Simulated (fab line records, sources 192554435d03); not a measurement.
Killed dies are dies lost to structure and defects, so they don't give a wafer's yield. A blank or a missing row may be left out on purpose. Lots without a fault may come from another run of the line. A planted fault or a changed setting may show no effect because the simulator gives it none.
Split-lot experiment | flow n5_finfet | 7 lots, 21 wafers read, on a route of 1938 steps

THE SPLIT
At N5_BEOL_M8_EXPOSE_25 (exposes mask V7, target cd 40 nm), the setting dose_mj was moved away from the recipe's 42.5 on 6 of the 21 wafers read, by -5.5% to +7.2%. The other wafers ran this setting at the recipe's value.

FROM THE SPLIT TO THE READING: what the file shows between them, 2 steps
- N5_BEOL_M8_PEB_26: peb time 60 s
- N5_BEOL_M8_DEVELOP_27: develop time 30 s

THE READING
cd_nm, in nm, at N5_BEOL_M8_CD_MEAS_28 (target cd 40 nm). Fault-free wafers of this fab line usually give 40.01 nm, standard deviation 0.26 nm.

wafer  | tool, chamber at the split | dose_mj as run | against the recipe | cd_nm, nm | against lot-mates on the recipe
L077.2 | euv_scanner-01, 0          | 42.5           | recipe             | 39.79     | -
L077.4 | euv_scanner-01, 0          | 42.5           | recipe             | 39.76     | -
L077.6 | euv_scanner-01, 0          | 42.5           | recipe             | 40.09     | -
L078.3 | euv_scanner-02, 0          | 42.5           | recipe             | 40.12     | -
L078.5 | euv_scanner-02, 0          | 42.5           | recipe             | 39.86     | -
L078.6 | euv_scanner-02, 0          | 42.5           | recipe             | 40.27     | -
L083.3 | euv_scanner-01, 0          | 42.5           | recipe             | 39.95     | -
L083.4 | euv_scanner-01, 0          | 40.46          | -4.8%              | 39.07     | -0.88
L083.5 | euv_scanner-01, 0          | 40.46          | -4.8%              | 38.73     | -1.22
L085.2 | euv_scanner-01, 0          | 42.5           | recipe             | 39.88     | -
L085.3 | euv_scanner-01, 0          | 42.5           | recipe             | 40.02     | -
L085.5 | euv_scanner-01, 0          | 40.21          | -5.4%              | 38.53     | -1.42
L086.3 | euv_scanner-01, 0          | 42.5           | recipe             | 40.32     | -
L086.4 | euv_scanner-01, 0          | 40.18          | -5.5%              | 39.10     | -1.12
L086.6 | euv_scanner-01, 0          | 42.5           | recipe             | 40.12     | -
L089.3 | euv_scanner-01, 0          | 42.5           | recipe             | 39.69     | -
L089.5 | euv_scanner-01, 0          | 45.58          | +7.2%              | 41.55     | +1.80
L089.6 | euv_scanner-01, 0          | 42.5           | recipe             | 39.81     | -
L097.1 | euv_scanner-02, 0          | 42.5           | recipe             | 40.41     | -
L097.4 | euv_scanner-02, 0          | 41.32          | -2.8%              | 39.41     | -0.91
L097.5 | euv_scanner-02, 0          | 42.5           | recipe             | 40.23     | -

THE FIT
A straight line over all 21 wafers: cd_nm changes by +0.221 nm for each +1% of dose_mj; r = +0.94; the points scatter about the line by 0.22 nm.
The same after taking each lot's own level away (the mean of its wafers on the recipe; 21 wafers): +0.239 nm for each +1%; r = +0.98; scatter 0.14 nm.
On that fit, the largest move of dose_mj shifts the reading by 1.7 nm.
The lots' own levels span 39.750 to 40.320 nm, that is 2.2 times the standard deviation above.
So the lot-to-lot level changes the slope little: the two slopes agree.
Check: with one of the wafers moved furthest among these (+7.2%) left out of the fit, the line predicts +1.68 nm for it against its lot-mates. It came out at +1.8 nm against them.

OTHER SPLITS ON THESE WAFERS
These wafers also went through other splits before the reading. Each is held against what the fit with the lots' levels taken away leaves over:
other split on the same wafers | wafers away from the commonest value | r with cd_nm (lot level and that fit taken away)
N5_BEOL_M7_EXPOSE_25 dose_mj   | 5                                    | +0.01
N5_BEOL_M7_DESCUM_33 time_s    | 8                                    | -0.29
N5_BEOL_M8_COAT_22 spin_rpm    | 5                                    | -0.15

THE WHOLE CHAIN: every reading that the file lists as answering this split, in the file's order
step                  | what it does                                         | reading                                                        | change (the file's fit)               | r (the file's)
N5_BEOL_M8_CD_MEAS_28 | target cd 40 nm                                      | cd_nm                                                          | +0.242 nm for each +1% of the setting | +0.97
N5_BEOL_M8_DESCUM_33  | chemistry O2, time 7 s                               | BEOL_M8.cd_nm (the simulator's own value, which no gauge read) | +0.224 nm for each +1% of the setting | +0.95
N5_BEOL_M8_ETCH_65    | etches SiARC in CF4, target depth 15.6 nm, time 26 s | BEOL_M8.cd_nm (the simulator's own value, which no gauge read) | +0.207 nm for each +1% of the setting | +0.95

THE FILE'S OWN FIT
cd_nm changes by +0.242 nm for each +1% of dose_mj, r = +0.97.
